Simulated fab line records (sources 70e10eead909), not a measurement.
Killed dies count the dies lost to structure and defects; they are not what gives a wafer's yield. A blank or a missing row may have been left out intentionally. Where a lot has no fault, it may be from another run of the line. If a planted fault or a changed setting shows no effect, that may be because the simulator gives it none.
Matching of chambers :: flow nand harc :: NHARC_A_CHANNEL_FILL_D1_ETCHBACK_20 on rie diel-02 has 4 sister chambers
The step etches the open film in C4F8/O2/Ar, target depth 27 nm, time 13.5 s. 4 wafers are shown with their chamber, then 12 later ones without.

WAFERS PAIRED WITH THEIR CHAMBERS
wafer: L083.5
chamber: 0
rf vpp V (V): 978

wafer: L087.5
chamber: 3
rf vpp V (V): 974

wafer: L085.3
chamber: 1
rf vpp V (V): 983

wafer: L085.6
chamber: 2
rf vpp V (V): 983

WAFERS WITHOUT THEIR CHAMBER
wafer: L089.1
rf vpp V (V): 973

wafer: L089.4
rf vpp V (V): 977

wafer: L089.5
rf vpp V (V): 983

wafer: L090.1
rf vpp V (V): 984

wafer: L090.3
rf vpp V (V): 982

wafer: L090.6
rf vpp V (V): 975

wafer: L091.2
rf vpp V (V): 977

wafer: L091.4
rf vpp V (V): 984

wafer: L091.6
rf vpp V (V): 982

wafer: L093.2
rf vpp V (V): 976

wafer: L093.3
rf vpp V (V): 983

wafer: L093.4
rf vpp V (V): 973

WHICH CHAMBER EACH ONE RAN IN
wafer: L089.1
from the rows above: 3
in truth: 3

wafer: L089.4
from the rows above: can't be placed: 0 or 3
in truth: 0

wafer: L089.5
from the rows above: can't be placed: 1 or 2
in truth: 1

wafer: L090.1
from the rows above: can't be placed: 1 or 2
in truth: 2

wafer: L090.3
from the rows above: can't be placed: 1 or 2
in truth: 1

wafer: L090.6
from the rows above: can't be placed: 3 or 0
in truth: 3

wafer: L091.2
from the rows above: can't be placed: 0 or 3
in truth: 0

wafer: L091.4
from the rows above: can't be placed: 1 or 2
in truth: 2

wafer: L091.6
from the rows above: can't be placed: 1 or 2
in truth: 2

wafer: L093.2
from the rows above: can't be placed: 0 or 3
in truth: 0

wafer: L093.3
from the rows above: can't be placed: 1 or 2
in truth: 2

wafer: L093.4
from the rows above: 3
in truth: 3
2 of 12 placed correctly. Cannot be placed on the basis of these rows: 10; the candidates contain the true chamber in 10. 0 placed wrongly.
How it was worked out, from the rows above alone: a wafer's distance from a chamber is the root of the sum, over the readings, of the square of ((its reading less the chamber's mean) divided by the reading's scatter). The wafer belongs to the nearest chamber; if the next one is less than 2 further off, it can't be placed. A chamber's mean is the mean of its shown wafers. The scatter (one wafer shown for each chamber): square how far every hidden wafer sits from the nearest shown wafer, average those squares and take the square root.
